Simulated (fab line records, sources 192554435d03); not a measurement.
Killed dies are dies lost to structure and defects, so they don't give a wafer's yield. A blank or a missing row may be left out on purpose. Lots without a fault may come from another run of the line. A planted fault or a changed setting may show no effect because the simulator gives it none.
A struck lot beside a sound one | flow n5_finfet | 39 steps out of a route of 1938
Sound: wafers L586.3, L586.4, L586.6. Struck: wafer L592.3. (L592.6 of the same lot was not struck and is left out.) The cause comes at the end.
At each step with rows: each side's tool, then ch and its chambers, then its first start. Under that, the readings that differ: sound wafers | struck wafers | difference of the means | sigmas: that difference in standard deviations of wafers without a fault.
alike: readings whose means differ by less than 2 such deviations, and words and numbers that are the same on both sides. not compared: withheld readings, readings that some wafer has no value for, bounds like >300 that may hide the same value, and numbers for which the record gives no deviation and whose values overlap.
The two part at a step that has a row with sigmas, a row that says differs or no value, or rows on one side only. Numbers that don't overlap but have no deviation are shown without sigmas and don't part them. A reading that every wafer of one side lacks parts them only if that side has two wafers or more.

first, 10 steps without rows for these wafers: N5_DUMMY_REMOVAL_HM_STRIP_01 (strips SiNx in CH3F/O2, stops on poly-Si, target depth 4 nm, time 6.8 s); N5_DUMMY_REMOVAL_STRIP_10 (strips in N2/H2, time 40 s); N5_DUMMY_REMOVAL_PRECLEAN_07 (cleans in dHF, time 30 s); N5_DUMMY_REMOVAL_DUMMY_REMOVE_02 (chemistry TMAH, target poly-Si, stops on SiO2, target depth 142 nm, time 57 s, rinse time 30 s); N5_DUMMY_REMOVAL_PRECLEAN_08 (cleans in NF3:NH3, afs cycles 2, time 20 s, sublimation time 60 s); N5_DUMMY_REMOVAL_PRECLEAN_04 (cleans in DHF, time 37 s); N5_DUMMY_REMOVAL_SRD_05 (time 30 s); N5_HKMG_FIN_IL_REGROW_00 (material SiO2, chemistry O3, target thk 0.75 nm, time 30 s); N5_HKMG_FIN_HK_ALD_01 (deposits HfO2, target thk 1.6 nm, pulse time 3 s, purge time 3 s); N5_HKMG_FIN_HK_ANNEAL_02 (time 30 s).
N5_HKMG_FIN_ALD_74: deposits La2O3, target thk 0.5 nm, pulse time 6 s, co reactant pulse time 1 s.
  sound on ald_hk-03 ch 0,1,3, day 6 06:35; struck on ald_hk-03 ch 2, day 7 17:16
  alike: heater_power_outer_w, heater_power_w, precursor_pulse_height_rel
then, 26 steps without rows for these wafers: N5_HKMG_FIN_ALD_75 (deposits Al2O3, target thk 1 nm, co reactant pulse time 1 s); N5_HKMG_FIN_COAT_41 (time 60 s, resist thk 300 nm); N5_HKMG_FIN_COAT_42 (time 60 s, resist thk 35 nm); N5_HKMG_FIN_COAT_43 (resist thk 90 nm); N5_HKMG_FIN_EBR_45; N5_HKMG_FIN_SOFTBAKE_44 (time 60 s); N5_HKMG_FIN_EXPOSE_46 (exposes mask NDIPOLE); N5_HKMG_FIN_PEB_47 (peb time 60 s); N5_HKMG_FIN_DEVELOP_48 (develop time 30 s); N5_HKMG_FIN_DESCUM_53 (chemistry O2, time 7.9 s); N5_HKMG_FIN_ETCH_54 (etches SiARC in CF4, target depth 45.5 nm, time 75.8 s); N5_HKMG_FIN_ETCH_55 (etches SOC in N2/H2, target depth 240 nm, time 300 s); N5_HKMG_FIN_STRIP_56 (strips in N2/H2); N5_HKMG_FIN_STRIP_57 (strips in CF4); N5_HKMG_FIN_ETCH_58 (etches SOC in N2/H2, target depth 215.8 nm, time 741 s); N5_HKMG_FIN_STRIP_93 (strips SOC in N2/H2, time 20 s); N5_HKMG_FIN_WET_ETCH_76 (etches Al2O3 in dNH4OH, stops on La2O3, target depth 2.25 nm, rinse time 30 s); N5_HKMG_FIN_STRIP_60 (strips in N2/H2, time 360 s); N5_HKMG_FIN_WET_ETCH_77 (etches La2O3 in dHCl, stops on HfO2, target depth 2 nm); N5_HKMG_FIN_WET_ETCH_78 (etches Al2O3 in dNH4OH, stops on La2O3, target depth 4.5 nm, rinse time 30 s); N5_HKMG_FIN_ALD_79 (deposits TiN, target thk 1.5 nm, pulse time 1 s, purge time 3 s); N5_HKMG_FIN_CVD_62 (deposits a-Si from Si2H6, target thk 3 nm, time 20.8 s); N5_HKMG_FIN_RTA_80 (time 2 s); N5_HKMG_FIN_PRECLEAN_64 (cleans in dHF, time 30 s); N5_HKMG_FIN_WET_ETCH_65 (etches a-Si in TMAH, stops on TiN, time 49 s, target depth 3 nm); N5_HKMG_FIN_WET_ETCH_81 (etches TiN in SC1, stops on HfO2, time 57 s, target depth 6 nm).
-- the record jumps here: 4 days lie between the struck wafers' starts before and after (it left off in module HKMG_FIN and takes up again in module BEOL_M4, whose first step shown is number 1111 of the route) --
N5_BEOL_M4_RC_MEAS_101:
  sound on prober-02 ch 0, day 10 05:22; struck on prober-01 ch 0, day 11 08:31
  reading             | sound                      | struck   | difference | sigmas
  IOFF_P (nA/um)      | 0.24 0.28 0.27             | 1.02     | +0.76      | +16
  IOFF_P_85C (nA/um)  | 4.2 4.6 4.4                | 13.7     | +9.3       | +14
  IOFF_P_LIN (nA/um)  | 0.113 0.123 0.120          | 0.445    | +0.326     | +20
  IOFF_P_LONG (nA/um) | 0.000115 0.000112 0.000106 | 0.000333 | +0.000222  | +27
  ION_P (uA/um)       | 465 471 468                | 528      | +60        | +6
  VT_N_LVT (mV)       | 98 95 91                   | 134      | +39        | +11
  VT_P (mV)           | -247 -248 -246             | -208     | +39        | +12
  VT_P_LONG (mV)      | -273.5 -271.2 -273.7       | -238.3   | +34.5      | +13
  alike: DIBL_N, DIBL_P, IOFF_N, ION_N, SS_N, SS_P, VT_N
-- the record jumps here: 4 days lie between the struck wafers' starts before and after (it left off in module BEOL_M4 and takes up again in module PASSIVATION, whose first step shown is number 1936 of the route) --
N5_PASSIVATION_PROBE_49:
  the record has rows for the struck wafers here (prober-02, day 15 16:45) and none for the sound ones

WHERE THEY PART
First at N5_BEOL_M4_RC_MEAS_101; last, within this record, at N5_PASSIVATION_PROBE_49.

WHY: what the simulator had put in
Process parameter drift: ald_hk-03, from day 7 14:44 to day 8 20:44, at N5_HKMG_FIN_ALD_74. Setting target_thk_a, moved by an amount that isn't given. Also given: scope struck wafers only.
